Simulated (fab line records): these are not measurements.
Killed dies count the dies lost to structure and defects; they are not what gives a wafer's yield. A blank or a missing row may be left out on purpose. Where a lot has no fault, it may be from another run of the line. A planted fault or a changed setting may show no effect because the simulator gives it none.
Problem report, 8D (eight disciplines) form, completed by code | flow nand_harc | the parts of the form that need people (team, actions taken, sign-off) are left out

## 1. THE ISSUE
At NHARC_P_GATE_STRIP_67, temp_c averages 124.23 C over 6 wafers from 2 lots, while fault-free wafers read 130.00 C, standard deviation 0.15. That is -38 standard deviations from the usual mean.
The step: strips in SPM, time 600 s.
Earliest sighting: wafer L287.3 on wet_bench-02 at day 7 07:37. The record has a number at this step for 39 wafers belonging to 13 lots. Rule for "out", or "out of limits": more than 4 standard deviations from the usual mean. The rest of the wafers with a number are treated as sound.

## 2. WHAT IT IS, WHAT IT ISN'T
question                    | is                        | is not
which readings at this step | temp_c, bath_guard_temp_C | -
which lots                  | L287, L289                | L285, L286, L288, L298, L299, L301, L303, L304, L305, L306, L307
which wafers of those lots  | all that have a number    | -
read on which tools         | wet_bench-02              | wet_bench-01, wet_bench-04
when                        | from day 7 07:37          | up to then (9 sound wafers); but 24 sound wafers of L298, L299, L301, L303, L304, L305, L306, L307 came after

## 3. SUSPECTS, AND WHAT RULES EACH OUT
Counting: any tool at a process step up to the reading is kept as a suspect provided that every lot that is out went through it and no sound lot did after the first of them.
- wet_bench-02 at NHARC_P_GATE_STRIP_67 (strips in SPM, time 600 s): ruled out as a lasting fault. Following L287 (day 7 07:37), the first lot on it that is out, the sound lots L299, L301, L305, L307 were run on it.
Left after counting: nothing in the record.

## 4. THE CAUSE (what the simulator had put in)
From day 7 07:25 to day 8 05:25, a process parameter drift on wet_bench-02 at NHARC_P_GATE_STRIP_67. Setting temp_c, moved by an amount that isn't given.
Counting ruled it out, wrongly.

## 5. THE CHAIN OF EFFECTS, in route order
Each row: a reading whose mean over the struck wafers that have a number lies more than 3 standard deviations from the usual. Scope: only readings with a usual standard deviation given in the record; hours: median across lots of the time from each lot's start at the first step in this table that gives one to its start at this step; sigmas: change in usual standard deviations.
hours | step                  | reading           | usual    | on struck wafers | change | sigmas
0     | NHARC_P_GATE_STRIP_67 | bath_guard_temp_C | 130.2 C  | 124.6            | -5.6   | -12
0     | NHARC_P_GATE_STRIP_67 | temp_c            | 130.00 C | 124.23           | -5.77  | -38
Its process steps:
- NHARC_P_GATE_STRIP_67: strips in SPM, time 600 s.
At these later measuring or inspecting steps, every struck wafer for which the step has a row has a number for every such reading, and none has moved that far: NHARC_P_CONTACT_OVL_MEAS_13, NHARC_END_SORT_01.

## 6. WHAT WOULD HAVE CAUGHT IT SOONER
0 hours passed between the start of the fault at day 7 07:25 and the first reading out of limits in this record, taken at day 7 07:37.
